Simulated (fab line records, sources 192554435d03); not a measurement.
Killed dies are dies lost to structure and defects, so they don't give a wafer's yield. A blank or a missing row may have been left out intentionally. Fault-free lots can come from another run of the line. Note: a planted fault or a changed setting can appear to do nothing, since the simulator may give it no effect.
Which tool is to blame? :: flow n5 finfet :: Sampling: 9 lots, 27 wafers, 5 of 1938 route steps

== WHAT THE GAUGES SHOWED, per wafer ==
N5_BEOL_M4_RC_MEAS_101.
lot: L457
measured: day 8 05:44
on: prober-01
DIBL_N (mV/V): 37.3 38.7 36.8

lot: L458
measured: day 8 06:26
on: prober-02
DIBL_N (mV/V): 35.5 35.4 37.9

lot: L460
measured: day 9 01:47
on: prober-01
DIBL_N (mV/V): 35.2 35.9 35.2

lot: L465
measured: day 10 10:08
on: prober-02
DIBL_N (mV/V): 36.3 36.3 36.1

lot: L468
measured: day 11 02:11
on: prober-01
DIBL_N (mV/V): 37.0 37.7 36.5

lot: L471
measured: day 11 15:52
on: prober-01
DIBL_N (mV/V): 36.6 37.2 35.9

lot: L476
measured: day 13 12:59
on: prober-02
DIBL_N (mV/V): 37.2 35.7 36.0

lot: L477
measured: day 14 02:38
on: prober-02
DIBL_N (mV/V): 37.1 36.2 36.1

lot: L478
measured: day 14 02:44
on: prober-01
DIBL_N (mV/V): 35.8 35.0 35.1

== EACH LOT AND THE TOOL THAT RAN IT (in order: tool; ch and the chambers of the sampled wafers; start) ==
lot: L457
N5_FIN_SAQP_STRIP_70: rie diel-01 ch 0,1,2, day 2 13:25
N5_FIN_SAQP_RECESS_71: vapor etch-02 ch 0,1, day 2 13:29
N5_FIN_SAQP_SPACER2_ALD_28: ald sin-01 ch 0,1,2, day 2 13:37
N5_FIN_SAQP_ETCH_64: rie si-03 ch 1,2,3, day 2 14:28

lot: L458
N5_FIN_SAQP_STRIP_70: rie diel-03 ch 2,3, day 2 19:58
N5_FIN_SAQP_RECESS_71: vapor etch-01 ch 0,1, day 2 20:02
N5_FIN_SAQP_SPACER2_ALD_28: ald sin-01 ch 0,1,3, day 2 20:10
N5_FIN_SAQP_ETCH_64: rie si-06 ch 0,1,2, day 2 21:07

lot: L460
N5_FIN_SAQP_STRIP_70: rie diel-01 ch 0,1, day 3 07:35
N5_FIN_SAQP_RECESS_71: vapor etch-01 ch 0,1, day 3 07:38
N5_FIN_SAQP_SPACER2_ALD_28: ald sin-01 ch 0,2,3, day 3 07:47
N5_FIN_SAQP_ETCH_64: rie si-03 ch 0,1,2, day 3 08:37

lot: L465
N5_FIN_SAQP_STRIP_70: rie diel-01 ch 0,2,3, day 4 14:52
N5_FIN_SAQP_RECESS_71: vapor etch-01 ch 0,1, day 4 14:56
N5_FIN_SAQP_SPACER2_ALD_28: ald sin-02 ch 0,1, day 4 16:44
N5_FIN_SAQP_ETCH_64: rie si-06 ch 2,3, day 4 17:35

lot: L468
N5_FIN_SAQP_STRIP_70: rie diel-02 ch 0,1,2, day 5 06:55
N5_FIN_SAQP_RECESS_71: vapor etch-02 ch 0,1, day 5 06:59
N5_FIN_SAQP_SPACER2_ALD_28: ald sin-03 ch 0,1,2, day 5 07:07
N5_FIN_SAQP_ETCH_64: rie si-05 ch 0,1,2, day 5 07:57

lot: L471
N5_FIN_SAQP_STRIP_70: rie diel-02 ch 0,1, day 6 01:09
N5_FIN_SAQP_RECESS_71: vapor etch-02 ch 0,1, day 6 01:15
N5_FIN_SAQP_SPACER2_ALD_28: ald sin-03 ch 0,1,3, day 6 01:22
N5_FIN_SAQP_ETCH_64: rie si-06 ch 0,1,2, day 6 02:31

lot: L476
N5_FIN_SAQP_STRIP_70: rie diel-02 ch 1,2, day 7 08:22
N5_FIN_SAQP_RECESS_71: vapor etch-02 ch 0,1, day 7 08:26
N5_FIN_SAQP_SPACER2_ALD_28: ald sin-03 ch 0,1, day 7 09:22
N5_FIN_SAQP_ETCH_64: rie si-03 ch 0,1,3, day 7 10:11

lot: L477
N5_FIN_SAQP_STRIP_70: rie diel-01 ch 2,3, day 7 13:51
N5_FIN_SAQP_RECESS_71: vapor etch-01 ch 0,1, day 7 13:55
N5_FIN_SAQP_SPACER2_ALD_28: ald sin-03 ch 0,2,3, day 7 14:04
N5_FIN_SAQP_ETCH_64: rie si-06 ch 0,1,2, day 7 14:53

lot: L478
N5_FIN_SAQP_STRIP_70: rie diel-03 ch 0,1,3, day 7 18:43
N5_FIN_SAQP_RECESS_71: vapor etch-01 ch 0,1, day 7 18:47
N5_FIN_SAQP_SPACER2_ALD_28: ald sin-03 ch 2,3, day 7 18:55
N5_FIN_SAQP_ETCH_64: rie si-03 ch 0,2,3, day 7 19:58
- N5_FIN_SAQP_STRIP_70: strips in N2/H2.
- N5_FIN_SAQP_RECESS_71: chemistry HF/NH3, target SiO2, target depth 3 nm, afs cycles 1, sublimation time 60 s.
- N5_FIN_SAQP_SPACER2_ALD_28: deposits SiO2, target thk 8.1 nm, pulse time 1 s, purge time 2 s.
- N5_FIN_SAQP_ETCH_64: etches SiO2 in CF4, target depth 1.5 nm.

== THE ANSWER, worked out from the rows above alone ==
Rule: the lots themselves supply what counts as usual. The widest of any qualifying gaps counts: lots, ordered by their means at a reading, are off when they make up no more than a third of the lots, leave a main group of 4 or more, and stand apart from it by 3 or more times the standard deviation of that group's means. The tables above print the reading to a certain number of digits; a main group whose means all agree to those digits is not used. A lot without any number at a reading at which 4 lots or more have one is off too. Any other lot the step has rows for is counted as sound.
No lot is off at any reading shown: from this, nothing can be told.

== WHAT THE SIMULATOR PUT IN ==
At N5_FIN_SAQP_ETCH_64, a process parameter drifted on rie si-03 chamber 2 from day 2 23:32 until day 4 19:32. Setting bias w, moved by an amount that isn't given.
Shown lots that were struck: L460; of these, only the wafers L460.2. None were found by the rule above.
